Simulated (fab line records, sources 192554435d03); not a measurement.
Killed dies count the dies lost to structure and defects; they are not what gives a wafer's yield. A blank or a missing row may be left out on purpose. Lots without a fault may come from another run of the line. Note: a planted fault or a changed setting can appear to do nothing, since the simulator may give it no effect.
A lot that was struck, set against a sound lot -- flow n5Finfet -- 37 out of 1938 route steps
Sound: these wafers, L615.2, L615.3, L615.5. Wafers struck: L620.2, L620.5, L620.6. The cause is given at the end.
At each step with rows: each side's tool, then ch and its chambers, then its first start. Under that, the readings that differ: sound wafers -- struck wafers -- difference of the means -- sigmas: that difference in standard deviations of wafers without a fault.
alike: same words and numbers on both sides, and readings whose means sit less than 2 such deviations apart. not compared: any withheld reading, any reading some wafer has no value for, any bound like >300 that may hide the same value, and any number with overlapping values for which the record gives no deviation.
A row with sigmas, a row that says differs or no value, or rows on one side alone: a step with any of these is where the two part. Numbers that don't overlap but have no deviation are shown without sigmas and don't part them. Lack of a reading on every wafer of one side parts them only where that side has two or more wafers.

first, 9 steps without rows for these wafers: N5_BEOL_M5_ANNEAL_89 (time 1800 s); N5_BEOL_M5_SPUTTER_90 (material Cu, target thk 4.5 nm, time 8.29 s); N5_BEOL_M5_ECD_50 (material Cu, target thk 300 nm); N5_BEOL_M5_ANNEAL_51 (time 90 s); N5_BEOL_M5_CMP_52 (polishes, stops on SiCOH lowk, t overpolish 6.9 s, target thk 62 nm); N5_BEOL_M5_PRE_CLEAN_77 (time 15 s); N5_BEOL_M5_CO_CAP_78 (material Co, precursor CCTBA/H2, target thk 2 nm, time 102.1 s); N5_BEOL_M5_PRE_CLEAN_55 (time 15 s); N5_BEOL_M5_DEP_56 (deposits SiCN from 3MS/NH3, target thk 8 nm, time 14 s).
N5_BEOL_M6_ILD_DEP_00: deposits SiCOH lowk from DEMS/porogen, target thk 179.75 nm, time 33.4 s.
  sound on pecvd-02 ch 1,2, day 10 04:37; struck on pecvd-02 ch 0,1, day 11 13:15
reading,sound,struck,difference,sigmas
model.SiCOH_lowk_of_BEOL_M6_ILD_DEP_00.thkNm (nm),178.6 180.6 182.6,187.2 191.8 191.4,+9.5,
  alike: heaterPowerW, showerheadPlenumPTorr, throttleValvePct
then, 1 step without rows for these wafers: N5_BEOL_M6_CURE_74 (cures SiCOH lowk, time 240 s).
N5_BEOL_M6_THK_MEAS_01:
  struck on filmMetro-01, day 11 13:49; sound on filmMetro-01, day 10 05:12
reading,sound,struck,difference,sigmas
M6_ILD_THK (nm),154.1 155.7 157.5,161.6 165.7 165.1,+8.4,+4
then, 23 steps without rows for these wafers: N5_BEOL_M6_PECVD_70 (deposits SiO2 from TEOS/O2, target thk 20 nm, time 22.7 s); N5_BEOL_M6_HM_DEP_02 (deposits TiN, target thk 20 nm); N5_BEOL_M6_COAT_59 (time 60 s, resist thk 100 nm); N5_BEOL_M6_COAT_60 (time 60 s, resist thk 35 nm); N5_BEOL_M6_COAT_05 (resist thk 90 nm); N5_BEOL_M6_EBR_07; N5_BEOL_M6_SOFTBAKE_06 (time 60 s); N5_BEOL_M6_EXPOSE_08 (exposes mask M6); N5_BEOL_M6_PEB_09 (peb time 60 s); N5_BEOL_M6_DEVELOP_10 (develop time 30 s); N5_BEOL_M6_DESCUM_16 (chemistry O2, time 7.9 s); N5_BEOL_M6_ETCH_61 (etches SiARC in CF4, target depth 45.5 nm, time 75.8 s); N5_BEOL_M6_ETCH_62 (etches SOC in N2/H2, target depth 110 nm, overetch 22 nm, time 165 s); N5_BEOL_M6_STRIP_68 (strips in N2/H2); N5_BEOL_M6_STRIP_67 (strips in CF4); N5_BEOL_M6_HM_OPEN_17 (chemistry Cl2/BCl3, target TiN, target depth 20 nm, overetch 6 nm); N5_BEOL_M6_STRIP_19 (strips in O2); N5_BEOL_M6_COAT_63 (time 60 s, resist thk 60 nm); N5_BEOL_M6_COAT_64 (time 60 s, resist thk 12 nm); N5_BEOL_M6_COAT_71 (time 60 s, resist thk 5 nm); N5_BEOL_M6_COAT_22 (resist thk 30 nm); N5_BEOL_M6_EBR_24; N5_BEOL_M6_SOFTBAKE_23 (time 60 s).
N5_BEOL_M6_CMP_52: polishes, stops on SiCOH lowk, t overpolish 6.9 s, target thk 80 nm.
  sound on cmp-04 ch 0,1,2, day 10 10:12; struck on cmp-02 ch 0,1,2, day 11 22:20
reading,sound,struck,difference,sigmas
model.SiCOH_lowk_of_BEOL_M6_ILD_DEP_00.thkNm (nm),151 152.8 154.4,158.4 162.4 162.2,+8.3,
  alike: barrierFieldEndpointS, edgeZonePressureFrac, motorCurrentA, overpolishRunS, timeToEndpointS
following that, these wafers have no rows for 1 step: N5_PASSIVATION_PROBE_49.

== WHERE THEY PART ==
At N5_BEOL_M6_THK_MEAS_01 and nowhere else, as far as this record goes. Later steps at which nothing parts them and some readings are alike: N5_BEOL_M6_CMP_52.

WHY: what had been put in by the simulator
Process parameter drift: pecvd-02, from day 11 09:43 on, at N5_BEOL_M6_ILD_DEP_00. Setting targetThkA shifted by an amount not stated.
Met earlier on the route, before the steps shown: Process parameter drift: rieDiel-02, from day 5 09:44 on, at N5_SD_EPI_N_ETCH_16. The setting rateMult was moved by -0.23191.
